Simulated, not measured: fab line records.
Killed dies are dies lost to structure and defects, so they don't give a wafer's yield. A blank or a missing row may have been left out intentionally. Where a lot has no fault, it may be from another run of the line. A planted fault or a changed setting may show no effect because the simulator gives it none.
fab line records	flow nand-harc
record: lots: 24	wafers: 72	last-day: 34
route steps=1302 shown A_M0@1168 A_M1@1182 A_BONDPAD@1216 THIN_TSV@1267
lots that met no fault: from a run of the same line without faults
start-h: the number of hours between the record's first day and the start of the first shown wafer of the lot	wait-h: time in hours since the lot's previous step	" same as the row above	L1.1+2: one row covering several wafers at once	- either no value or no given start	* or withheld: withheld	< > ~ a bound
route shown NAME@n: names a module that has steps shown in the file, with the first one's number in the route	usual: the fault-free wafers' mean and standard deviation	same: alike in all rows	chamber/n: place in a boat	sites: per-site readings	_std_site: standard deviation of those values	_edge_site: mean of outer sites minus mean of inner sites	radius-mm: how far each site lies from the wafer's centre	mask NAME#n: copy n	behind: the tool/chamber that last shaped the wafer	hold: the reason the lot was held/the length of the hold in hours/how it ended	device: transistor that didn't switch, given as n, p or np	end of line: the tests these same wafers got at the end of their route	a step with no rows: only its recipe	killed: dies lost to structure and defects at the first sort, not the wafer's yield	map: a wafer's dies, marking killed ones x, the rest . and places with no die _
set.NAME: the setting that was run; set.NAME@STEP: the one run at that earlier step	model.NAME: the simulator's own value behind a step, which no gauge read
one table for each step of the route and one row for each wafer, over a sample of lots
services: from which hour (start-h, from the record's first day; less than 0 if before it) a tool's chamber was out of use, for how many hours, and why
== steps ==
step: NHARC_A_M0_DEP_32
recipe: target-thk-a: 300	temp-c: 370	target-thk-nm: 30	pressure-torr: 3	flow-sccm: 200	rf-w: 450	material: SiCN
usual: heater-power-w: 625/65
lot.wafer	tool	chamber	start-h	wait-h	heater-power-w	since-wet-clean-h
L075.1	pecvd-02	2	529.00	0.1	725	108
L075.2	"	0	"	"	622	108
L075.6	"	2	"	"	714	-
L077.3	pecvd-03	1	538.48	0.1	498	159
L077.2	"	2	"	"	618	159
L077.1	"	0	"	"	686	159
L076.3	pecvd-01	1	544.51	0.1	552	40
L076.4	"	2	"	"	616	-
L076.5	"	0	"	"	685	-
L078.2	pecvd-02	1	546.65	0.1	541	126
L078.1	"	2	"	"	682	126
L078.6	"	1	"	"	535	-
L074.3	pecvd-02	2	547.90	0.1	700	127
L074.5	"	1	"	"	541	-
L074.4	"	2	"	"	687	-
L081.1	pecvd-02	0	570.04	0.1	597	149
L081.2	"	1	"	"	547	149
L081.4	"	2	"	"	699	-
L079.3	pecvd-03	2	571.95	0.1	645	11
L079.2	"	0	"	"	700	11
L079.5	"	0	"	"	683	-
L080.2	pecvd-02	2	573.94	0.1	720	153
L080.3	"	0	"	"	595	153
L080.4	"	0	"	"	610	-
L083.1	pecvd-03	1	603.09	0.1	532	42
L083.3	"	2	"	"	663	42
L083.6	"	1	"	"	531	-
L082.3	pecvd-03	2	606.58	0.1	601	46
L082.1	"	1	"	"	582	46
L082.5	"	1	"	"	579	-
L085.1	pecvd-02	2	628.53	0.1	641	27
L085.2	"	1	"	"	560	27
L085.5	"	2	"	"	670	-
L084.2	pecvd-03	2	640.43	0.1	676	79
L084.3	"	0	"	"	660	80
L084.1	"	1	"	"	592	80
L086.2	pecvd-02	2	644.99	0.1	707	43
L086.3	"	1	"	"	551	43
L086.5	"	1	"	"	547	-
L087.2	pecvd-02	1	669.54	0.1	577	68
L087.6	"	0	"	"	647	-
L087.5	"	2	"	"	691	-
L090.3	pecvd-01	1	671.54	0.1	567	167
L090.6	"	2	"	"	672	-
L090.5	"	1	"	"	578	-
L088.2	pecvd-02	0	673.84	0.1	668	72
L088.3	"	1	"	"	516	72
L088.5	"	1	"	"	519	-
L089.1	pecvd-03	1	675.88	0.1	554	115
L089.2	"	2	"	"	693	115
L089.3	"	0	"	"	661	115
L091.1	pecvd-03	2	681.25	0.1	639	120
L091.3	"	0	"	"	659	120
L091.4	"	0	"	"	668	-
L092.1	pecvd-03	2	711.51	0.1	580	151
L092.3	"	0	"	"	700	151
L092.4	"	0	"	"	698	-
L093.2	pecvd-02	1	720.80	0.1	600	119
L093.4	"	1	"	"	585	-
L093.5	"	1	"	"	487	-
L095.1	pecvd-02	0	743.19	0.1	642	141
L095.3	"	1	"	"	593	141
L095.5	"	1	"	"	603	-
L096.3	pecvd-02	0	745.53	0.1	739	144
L096.1	"	1	"	"	503	144
L096.4	"	0	"	"	755	-
L094.1	pecvd-02	2	748.91	0.1	710	147
L094.3	"	0	"	"	725	147
L094.4	"	2	"	"	712	-
L097.3	pecvd-02	0	763.92	0.1	676	162
L097.4	"	0	"	"	689	-
L097.6	"	1	"	"	535	-
step: NHARC_A_M1_DESCUM_14
recipe: time-s: 3	o2-flow-sccm: 200	ar-flow-sccm: 0	bias-power-w: 0	chemistry: O2
usual: chamber-pressure-mTorr: 60.00/0.053	drypump-motor-current-A: 5.8/0.32	oes-product-au: 0.999/0.0096	rf-vpp-V: 58.0/0.9	showerhead-plenum-p-Torr: 1.97/0.064	throttle-valve-pct: 11.311/0.0088
lot.wafer	tool	chamber	start-h	wait-h	chamber-pressure-mTorr	drypump-motor-current-A	oes-product-au	rf-hours-counter-h	rf-vpp-V	showerhead-plenum-p-Torr	throttle-valve-pct
L075.1	rie-diel-02	0	530.29	0.1	60.02	5.6	0.991	3.1	57.5	1.91	11.318
L075.2	"	2	"	"	60.08	6.0	1.003	3.1	57.8	2.01	11.314
L075.6	"	0	"	"	60.02	5.6	0.995	-	58.0	1.91	11.312
L077.2	rie-diel-02	0	539.77	0.1	59.99	5.6	0.994	3.7	57.6	1.91	11.317
L077.1	"	2	"	"	60.09	6.0	0.998	3.7	58.4	2.01	11.297
L077.3	"	3	"	"	59.97	5.8	1.000	3.7	57.9	2.02	11.315
L076.3	rie-diel-02	0	546.46	0.1	60.06	5.6	1.003	3.8	57.7	1.91	11.334
L076.5	"	3	"	"	60.14	5.9	1.002	-	58.2	2.02	11.313
L076.4	"	0	"	"	59.97	5.6	0.990	-	57.4	1.91	11.298
L078.2	rie-diel-02	3	548.22	0.1	59.95	5.8	1.011	3.9	58.8	2.02	11.308
L078.1	"	0	"	"	59.92	5.6	0.992	3.9	58.4	1.91	11.303
L078.6	"	1	"	"	59.99	5.8	0.994	-	58.7	1.99	11.301
L074.4	rie-diel-03	0	549.27	0.1	59.91	6.4	1.007	3.6	59.2	1.83	11.303
L074.3	"	3	"	"	60.01	5.7	0.983	3.3	58.2	2.06	11.304
L074.5	"	1	"	"	60.04	5.4	1.004	-	56.3	1.95	11.308
L081.2	rie-diel-03	1	571.44	0.1	60.04	5.4	1.015	4.7	59.1	1.95	11.308
L081.1	"	2	"	"	59.89	5.4	1.001	4.4	57.4	1.87	11.313
L081.4	"	1	"	"	60.05	5.4	1.025	-	58.3	1.95	11.297
L079.3	rie-diel-07	3	573.36	0.1	60.05	6.1	0.991	5.0	58.5	1.94	11.312
L079.2	"	2	"	"	60.02	6.4	0.995	5.1	55.8	1.85	11.315
L079.5	"	3	"	"	60.01	6.0	1.002	-	58.2	1.94	11.317
L080.2	rie-diel-03	3	575.40	0.1	59.96	5.7	0.992	5.0	59.5	2.06	11.310
L080.3	"	1	"	"	60.12	5.4	1.007	5.0	55.9	1.95	11.317
L080.4	"	3	"	"	59.97	5.7	0.981	-	58.5	2.06	11.308
L083.1	rie-diel-03	3	604.41	0.1	60.04	5.6	1.000	7.4	59.2	2.06	11.303
L083.3	"	2	"	"	59.90	5.4	1.001	-	57.1	1.86	11.312
L083.6	"	2	"	"	59.96	5.4	1.001	-	58.7	1.86	11.298
L082.3	rie-diel-02	2	608.03	0.1	59.96	6.0	0.988	1.0	58.0	2.01	11.321
L082.1	"	3	"	"	59.91	5.8	1.003	1.0	56.8	2.02	11.305
L082.5	"	0	"	"	59.96	5.6	0.983	-	58.3	1.91	11.319
L085.1	rie-diel-07	3	629.98	0.1	60.01	6.1	0.998	7.1	57.3	1.94	11.317
L085.2	"	1	"	"	59.95	5.2	1.003	7.8	59.7	2.04	11.321
L085.5	"	3	"	"	59.95	6.0	1.007	-	57.0	1.94	11.309
L084.3	rie-diel-07	0	641.74	0.1	60.00	5.5	0.997	8.0	58.6	1.99	11.308
L084.1	"	1	"	"	59.98	5.1	1.006	8.0	57.7	2.04	11.296
L084.2	"	3	"	"	60.05	6.0	1.004	7.3	58.3	1.94	11.320
L086.2	rie-diel-02	2	646.29	0.1	60.00	6.0	0.998	2.0	58.5	2.01	11.307
L086.3	"	3	"	"	60.05	5.8	1.009	1.9	58.0	2.02	11.306
L086.5	"	2	"	"	59.96	6.0	0.991	-	58.5	2.01	11.315
L087.2	rie-diel-02	1	670.80	0.1	60.02	5.8	0.997	2.4	59.8	1.99	11.305
L087.6	"	1	"	"	60.01	5.7	0.986	-	58.5	1.99	11.321
L087.5	"	2	"	"	59.95	6.0	1.010	-	58.4	2.01	11.312
L090.3	rie-diel-02	3	672.75	0.1	60.00	5.8	1.014	2.7	59.4	2.02	11.307
L090.6	"	3	"	"	59.91	5.9	1.013	-	59.1	2.02	11.328
L090.5	"	0	"	"	59.95	5.6	1.005	-	58.9	1.91	11.307
L088.2	rie-diel-02	1	675.26	0.1	60.04	5.8	1.004	2.7	57.4	1.99	11.328
L088.3	"	3	"	"	59.99	5.9	0.998	2.9	56.9	2.02	11.322
L088.5	"	1	"	"	60.11	5.8	0.995	-	57.6	1.99	11.305
L089.1	rie-diel-07	1	677.20	0.1	59.98	5.1	0.991	1.9	57.7	2.04	11.309
L089.2	"	2	"	"	60.04	6.4	0.986	1.5	58.5	1.85	11.310
L089.3	"	3	"	"	60.02	6.0	1.001	1.5	57.4	1.94	11.312
L091.1	rie-diel-02	2	682.63	0.1	59.90	6.0	1.000	3.1	58.0	2.01	11.310
L091.4	"	0	"	"	60.02	5.6	0.999	3.4	59.0	1.91	11.304
L091.3	"	1	"	"	60.02	5.8	1.011	3.1	58.5	1.99	11.306
L092.1	rie-diel-07	2	712.89	0.1	59.94	6.4	0.985	3.5	57.3	1.84	11.323
L092.4	"	3	"	"	59.96	6.1	0.993	3.4	58.9	1.93	11.311
L092.3	"	0	"	"	60.10	5.5	0.985	3.4	57.8	1.99	11.306
L093.2	rie-diel-02	2	722.37	0.1	60.04	6.0	0.996	3.7	57.6	2.01	11.300
L093.4	"	3	"	"	59.88	5.8	1.006	4.2	58.2	2.02	11.299
L093.5	"	1	"	"	60.06	5.8	1.008	-	57.0	1.99	11.299
L095.1	rie-diel-07	3	744.63	0.1	60.00	6.1	1.000	4.6	58.0	1.93	11.315
L095.3	"	0	"	"	60.04	5.5	0.977	4.8	58.4	1.99	11.308
L095.5	"	2	"	"	60.08	6.4	0.989	-	57.4	1.84	11.297
L096.4	rie-diel-02	3	746.85	0.1	59.95	5.9	0.995	4.7	56.4	2.02	11.314
L096.3	"	0	"	"	60.01	5.6	0.998	4.7	56.6	1.91	11.296
L096.1	"	1	"	"	59.94	5.8	1.005	4.5	58.4	1.99	11.311
L094.1	rie-diel-07	2	750.30	0.1	59.96	6.4	0.995	4.7	58.2	1.84	11.295
L094.3	"	3	"	"	59.91	6.0	1.009	4.8	58.4	1.93	11.330
L094.4	"	0	"	"	59.93	5.5	0.991	4.9	56.9	1.99	11.313
L097.3	rie-diel-02	0	765.18	0.1	60.00	5.6	1.008	0.1	57.6	1.91	11.318
L097.6	"	3	"	"	60.04	5.8	1.007	-	57.6	2.02	11.313
L097.4	"	0	"	"	60.02	5.6	1.010	-	56.4	1.91	11.311
step: NHARC_A_BONDPAD_OVL_MEAS_35
usual: overlay-x-nm: 0/5.4	overlay-y-nm: 0/4.7
lot.wafer	tool	chamber	start-h	wait-h	overlay-x-nm	overlay-y-nm
L075.1	overlay-01	-	534.91	-	-9	-4
L075.2	"	-	"	"	-9	-4
L075.6	"	-	"	"	-9	-4
L077.1	overlay-01	-	544.43	-	6	-1
L077.2	"	-	"	"	6	0
L077.3	"	-	"	"	6	0
L076.3	overlay-02	-	550.95	-	5	-2
L076.4	"	-	"	"	5	-1
L076.5	"	-	"	"	6	-2
L078.1	overlay-01	-	552.76	-	-10	3
L078.2	"	-	"	"	-9	3
L078.6	"	-	"	"	-9	2
L074.3	overlay-02	-	553.73	-	-8	-1
L074.4	"	-	"	"	-9	-1
L074.5	"	-	"	"	-9	-2
L081.1	overlay-01	-	575.96	-	5	-5
L081.2	"	-	"	"	5	-5
L081.4	"	-	"	"	5	-5
L079.2	overlay-02	-	578.02	-	8	-1
L079.3	"	-	"	"	8	-1
L079.5	"	-	"	"	9	-1
L080.2	overlay-01	-	580.16	-	-5	6
L080.3	"	-	"	"	-5	7
L080.4	"	-	"	"	-6	7
L083.1	overlay-01	-	609.21	-	1	-1
L083.3	"	-	"	"	1	-1
L083.6	"	-	"	"	0	-1
L082.1	overlay-01	-	612.55	-	-4	-2
L082.3	"	-	"	"	-5	-3
L082.5	"	-	"	"	-4	-2
L085.1	overlay-02	-	634.58	-	4	-1
L085.2	"	-	"	"	4	-2
L085.5	"	-	"	"	4	-1
L084.1	overlay-01	-	646.18	-	-3	-5
L084.2	"	-	"	"	-3	-7
L084.3	"	-	"	"	-3	-6
L086.2	overlay-01	-	658.19	-	1	13
L086.3	"	-	"	"	2	13
L086.5	"	-	"	"	2	13
L087.2	overlay-02	-	675.42	-	5	3
L087.5	"	-	"	"	5	3
L087.6	"	-	"	"	5	3
L090.3	overlay-01	-	677.36	-	1	-4
L090.5	"	-	"	"	1	-3
L090.6	"	-	"	"	1	-4
L088.2	overlay-02	-	679.84	-	2	6
L088.3	"	-	"	"	1	6
L088.5	"	-	"	"	2	7
L089.1	overlay-02	-	681.69	-	-4	-5
L089.2	"	-	"	"	-4	-6
L089.3	"	-	"	"	-5	-6
L091.1	overlay-01	-	687.21	-	-12	7
L091.3	"	-	"	"	-12	8
L091.4	"	-	"	"	-12	7
L092.1	overlay-01	-	717.53	-	6	7
L092.3	"	-	"	"	5	7
L092.4	"	-	"	"	6	7
L093.2	overlay-02	-	726.88	-	-2	-4
L093.4	"	-	"	"	-2	-4
L093.5	"	-	"	"	-1	-5
L095.1	overlay-02	-	749.26	-	2	0
L095.3	"	-	"	"	3	0
L095.5	"	-	"	"	3	0
L096.1	overlay-02	-	751.47	-	1	3
L096.3	"	-	"	"	2	4
L096.4	"	-	"	"	1	4
L094.1	overlay-02	-	755.27	-	3	-1
L094.3	"	-	"	"	3	-2
L094.4	"	-	"	"	3	-1
L097.3	overlay-01	-	769.81	-	3	-2
L097.4	"	-	"	"	2	-2
L097.6	"	-	"	"	2	-2
step: NHARC_A_BONDPAD_PRE_CLEAN_26
recipe: time-s: 30	temp-c: 280	gas: H2/He
usual: heater-power-w: 404/36
lot.wafer	tool	chamber	start-h	wait-h	heater-power-w
L075.2	pvd-sputter-01	-	-	-	368
L075.1	"	-	"	"	433
L075.6	"	-	"	"	432
L077.3	pvd-sputter-03	-	-	-	391
L077.2	"	-	"	"	384
L077.1	"	-	"	"	362
L076.3	pvd-sputter-02	-	-	-	423
L076.4	"	-	"	"	447
L076.5	"	-	"	"	432
L078.2	pvd-sputter-01	-	-	-	438
L078.1	"	-	"	"	362
L078.6	"	-	"	"	374
L074.3	pvd-sputter-01	-	-	-	442
L074.4	"	-	"	"	363
L074.5	"	-	"	"	429
L081.2	pvd-sputter-02	-	-	-	422
L081.4	"	-	"	"	420
L081.1	"	-	"	"	362
L079.2	pvd-sputter-01	-	-	-	433
L079.3	"	-	"	"	440
L079.5	"	-	"	"	437
L080.4	pvd-sputter-03	-	-	-	372
L080.3	"	-	"	"	363
L080.2	"	-	"	"	355
L083.3	pvd-sputter-01	-	-	-	464
L083.1	"	-	"	"	373
L083.6	"	-	"	"	452
L082.1	pvd-sputter-02	-	-	-	418
L082.3	"	-	"	"	356
L082.5	"	-	"	"	440
L085.2	pvd-sputter-02	-	-	-	426
L085.1	"	-	"	"	360
L085.5	"	-	"	"	421
L084.1	pvd-sputter-01	-	-	-	448
L084.3	"	-	"	"	356
L084.2	"	-	"	"	384
L086.2	pvd-sputter-02	-	-	-	437
L086.3	"	-	"	"	425
L086.5	"	-	"	"	446
L087.2	pvd-sputter-01	-	-	-	371
L087.6	"	-	"	"	376
L087.5	"	-	"	"	384
L090.3	pvd-sputter-03	-	-	-	384
L090.5	"	-	"	"	370
L090.6	"	-	"	"	359
L088.3	pvd-sputter-03	-	-	-	392
L088.2	"	-	"	"	368
L088.5	"	-	"	"	382
L089.3	pvd-sputter-01	-	-	-	454
L089.1	"	-	"	"	365
L089.2	"	-	"	"	381
L091.3	pvd-sputter-03	-	-	-	357
L091.1	"	-	"	"	384
L091.4	"	-	"	"	393
L092.1	pvd-sputter-03	-	-	-	342
L092.4	"	-	"	"	380
L092.3	"	-	"	"	362
L093.2	pvd-sputter-01	-	-	-	443
L093.4	"	-	"	"	360
L093.5	"	-	"	"	367
L095.1	pvd-sputter-02	-	-	-	355
L095.3	"	-	"	"	455
L095.5	"	-	"	"	434
L096.1	pvd-sputter-01	-	-	-	462
L096.3	"	-	"	"	436
L096.4	"	-	"	"	359
L094.1	pvd-sputter-02	-	-	-	425
L094.3	"	-	"	"	440
L094.4	"	-	"	"	443
L097.4	pvd-sputter-02	-	-	-	373
L097.3	"	-	"	"	438
L097.6	"	-	"	"	447
step: NHARC_THIN_TSV_DEP_47
recipe: target-thk-a: 2000	temp-c: withheld	pressure-torr: 6.5	rf-w: 900	teos-flow-sccm: 161.4	flow-sccm: 2650	target-thk-nm: 200	gas: O2	material: SiO2
usual: flow-sccm: 2650/7.1	throttle-valve-pct: 15.7/0.88
lot.wafer	tool	chamber	start-h	wait-h	flow-sccm	since-wet-clean-h	throttle-valve-pct
L075.1	pecvd-04	2	551.55	-	2650	88	17.3
L075.2	"	0	"	"	2662	88	16.7
L075.6	"	2	"	"	2643	-	16.9
L077.2	pecvd-04	1	561.18	-	2651	98	15.8
L077.1	"	2	"	"	2649	98	17.0
L077.3	"	0	"	"	2653	98	16.8
L078.1	pecvd-04	1	567.77	-	2645	105	15.7
L078.2	"	2	"	"	2657	105	16.8
L078.6	"	2	"	"	2640	-	17.0
L076.3	pecvd-03	1	568.95	-	2661	8	16.0
L076.5	"	1	"	"	2656	-	16.3
L076.4	"	2	"	"	2656	-	16.5
L074.3	pecvd-01	0	570.06	-	2651	65	15.9
L074.5	"	2	"	"	2660	-	14.2
L074.4	"	0	"	"	2653	-	15.8
L081.2	pecvd-01	1	593.83	-	2647	89	15.1
L081.1	"	0	"	"	2641	89	15.9
L081.4	"	1	"	"	2647	-	14.7
L079.3	pecvd-01	0	595.05	-	2646	90	16.0
L079.2	"	2	"	"	2650	90	14.7
L079.5	"	2	"	"	2641	-	14.4
L080.2	pecvd-01	1	596.33	-	2653	91	14.8
L080.3	"	2	"	"	2634	91	14.4
L080.4	"	0	"	"	2646	-	15.4
L083.3	pecvd-04	1	625.97	-	2644	163	15.8
L083.1	"	0	"	"	2653	163	16.8
L083.6	"	2	"	"	2650	-	17.2
L082.1	pecvd-01	2	632.88	-	2654	128	14.5
L082.3	"	0	"	"	2662	128	16.1
L082.5	"	0	"	"	2646	-	16.0
L085.1	pecvd-04	2	657.22	-	2644	13	16.6
L085.2	"	1	"	"	2658	13	15.8
L085.5	"	0	"	"	2647	-	16.8
L084.1	pecvd-03	2	672.13	-	2647	111	16.6
L084.2	"	0	"	"	2650	111	15.9
L084.3	"	1	"	"	2637	111	16.0
L086.2	pecvd-03	1	673.86	-	2658	113	16.2
L086.3	"	2	"	"	2648	113	16.7
L086.5	"	2	"	"	2641	-	16.9
L087.2	pecvd-01	0	697.70	-	2653	12	15.1
L087.6	"	2	"	"	2649	-	14.6
L087.5	"	0	"	"	2648	-	15.1
L090.3	pecvd-03	2	701.87	-	2654	141	16.5
L090.6	"	1	"	"	2647	-	16.5
L090.5	"	0	"	"	2648	-	15.8
L088.2	pecvd-04	0	704.03	-	2652	60	17.0
L088.3	"	2	"	"	2653	60	16.6
L088.5	"	2	"	"	2663	-	16.6
L089.1	pecvd-01	2	704.45	-	2650	18	14.5
L089.3	"	0	"	"	2637	19	15.2
L089.2	"	1	"	"	2640	19	14.5
L091.1	pecvd-01	0	710.82	-	2657	25	15.3
L091.3	"	1	"	"	2649	25	14.4
L091.4	"	1	"	"	2643	-	14.6
L092.1	pecvd-04	1	734.41	-	2646	90	16.0
L092.3	"	0	"	"	2650	90	16.6
L092.4	"	0	"	"	2663	-	17.0
L093.2	pecvd-01	0	748.41	-	2649	62	14.9
L093.4	"	0	"	"	2649	-	15.1
L093.5	"	1	"	"	2658	-	14.9
L095.1	pecvd-03	2	766.37	-	2649	24	16.4
L095.3	"	1	"	"	2645	25	15.7
L095.5	"	0	"	"	2643	-	15.3
L096.1	pecvd-01	0	767.54	-	2649	82	15.2
L096.3	"	2	"	"	2649	82	14.8
L096.4	"	0	"	"	2651	-	15.6
L094.3	pecvd-01	2	772.31	-	2643	86	14.5
L094.1	"	0	"	"	2647	86	15.3
L094.4	"	2	"	"	2656	-	14.5
L097.3	pecvd-04	1	789.15	-	2653	145	16.3
L097.6	"	0	"	"	2659	-	17.0
L097.4	"	2	"	"	2651	-	16.6
step: NHARC_THIN_TSV_STRIP_62
recipe: power-w: 1500	temp-c: 250	time-s: 20	chemistry: N2/H2
usual: drypump-motor-current-A: 6.0/0.34	heater-power-w: 325/28
lot.wafer	tool	chamber	start-h	wait-h	drypump-motor-current-A	heater-power-w	rf-hours-counter-h
L075.1	plasma-asher-02	0	552.31	-	5.7	359	26
L075.2	"	1	"	"	6.1	327	26
L075.6	"	0	"	"	5.7	366	-
L077.1	plasma-asher-01	1	561.94	-	5.5	340	5
L077.2	"	0	"	"	6.5	298	5
L077.3	"	0	"	"	6.6	282	-
L078.2	plasma-asher-02	1	568.49	-	6.1	316	29
L078.1	"	0	"	"	5.7	361	29
L078.6	"	1	"	"	6.1	319	-
L076.4	plasma-asher-02	1	569.71	-	6.1	328	-
L076.3	"	0	"	"	5.7	371	-
L076.5	"	1	"	"	6.1	318	-
L074.4	plasma-asher-02	1	570.84	-	6.1	312	-
L074.3	"	0	"	"	5.7	368	-
L074.5	"	0	"	"	5.7	355	-
L081.1	plasma-asher-01	1	594.59	-	5.6	335	13
L081.2	"	0	"	"	6.5	285	13
L081.4	"	1	"	"	5.6	340	-
L079.2	plasma-asher-01	1	595.83	-	5.5	337	13
L079.3	"	1	"	"	5.5	333	-
L079.5	"	0	"	"	6.5	279	-
L080.2	plasma-asher-02	1	597.06	-	6.1	333	36
L080.3	"	0	"	"	5.7	369	-
L080.4	"	1	"	"	6.1	326	-
L083.1	plasma-asher-01	0	626.73	-	6.5	284	19
L083.3	"	0	"	"	6.5	291	-
L083.6	"	1	"	"	5.5	337	-
L082.1	plasma-asher-02	0	633.60	-	5.7	349	3
L082.3	"	0	"	"	5.7	344	-
L082.5	"	1	"	"	6.1	298	-
L085.2	plasma-asher-02	1	657.98	-	6.1	297	9
L085.1	"	0	"	"	5.7	356	9
L085.5	"	1	"	"	6.1	301	-
L084.2	plasma-asher-01	1	672.91	-	5.5	339	28
L084.1	"	0	"	"	6.6	283	28
L084.3	"	1	"	"	5.6	339	-
L086.2	plasma-asher-01	0	675.32	-	6.5	284	29
L086.3	"	1	"	"	5.5	337	-
L086.5	"	0	"	"	6.5	291	-
L087.2	plasma-asher-02	1	702.25	-	6.1	289	15
L087.5	"	1	"	"	6.2	301	-
L087.6	"	0	"	"	5.7	362	-
L090.3	plasma-asher-02	0	703.99	-	5.7	363	-
L090.6	"	1	"	"	6.1	301	-
L090.5	"	0	"	"	5.7	358	-
L088.2	plasma-asher-02	0	706.04	-	5.7	358	19
L088.3	"	0	"	"	5.7	357	-
L088.5	"	0	"	"	5.7	357	-
L089.1	plasma-asher-02	1	706.17	-	6.1	295	19
L089.2	"	0	"	"	5.7	353	19
L089.3	"	0	"	"	5.7	362	-
L091.1	plasma-asher-02	1	711.63	-	6.1	291	20
L091.4	"	0	"	"	5.7	354	-
L091.3	"	1	"	"	6.1	300	-
L092.1	plasma-asher-01	0	735.17	-	6.5	291	6
L092.4	"	0	"	"	6.5	292	-
L092.3	"	1	"	"	5.5	318	-
L093.2	plasma-asher-01	0	749.19	-	6.6	296	10
L093.4	"	1	"	"	5.5	321	-
L093.5	"	1	"	"	5.5	327	-
L095.1	plasma-asher-02	0	767.13	-	5.7	358	29
L095.3	"	1	"	"	6.1	299	-
L095.5	"	0	"	"	5.7	359	-
L096.1	plasma-asher-02	1	768.32	-	6.1	301	29
L096.4	"	0	"	"	5.7	358	-
L096.3	"	1	"	"	6.1	312	-
L094.1	plasma-asher-02	0	773.04	-	5.7	361	30
L094.4	"	0	"	"	5.7	352	-
L094.3	"	1	"	"	6.1	288	-
L097.3	plasma-asher-02	0	789.91	-	5.7	352	-
L097.4	"	1	"	"	6.1	306	-
L097.6	"	0	"	"	5.7	337	-
== services ==
tool	chamber	start-h	hours	kind
pvd-sputter-02	-	514.62	1.0	repair
plasma-asher-01	-	519.57	9.0	pm
rie-diel-02	1	529.13	17.8	repair
pecvd-02	0	533.29	13.3	repair
pecvd-02	2	533.41	11.7	repair
pvd-sputter-01	-	542.62	1.9	repair
pecvd-03	-	548.00	13.0	pm
rie-diel-02	2	565.61	6.4	repair
rie-diel-02	-	570.70	9.0	pm
pvd-sputter-01	-	582.04	10.0	pm
pecvd-02	-	589.02	13.0	pm
plasma-asher-02	-	603.70	9.0	pm
plasma-asher-02	-	648.59	1.0	repair
plasma-asher-02	-	669.57	7.9	repair
pecvd-01	-	673.00	13.0	pm
rie-diel-02	2	706.95	12.9	repair
plasma-asher-02	-	712.31	11.2	repair
pecvd-02	2	718.50	9.9	repair
pecvd-03	-	729.00	13.0	pm
rie-diel-02	-	747.70	9.0	pm
pvd-sputter-01	-	760.04	10.0	pm
pecvd-02	-	770.05	13.0	pm
plasma-asher-02	-	780.70	9.0	pm
rie-diel-02	-	784.02	1.1	repair
== key ==
fault none
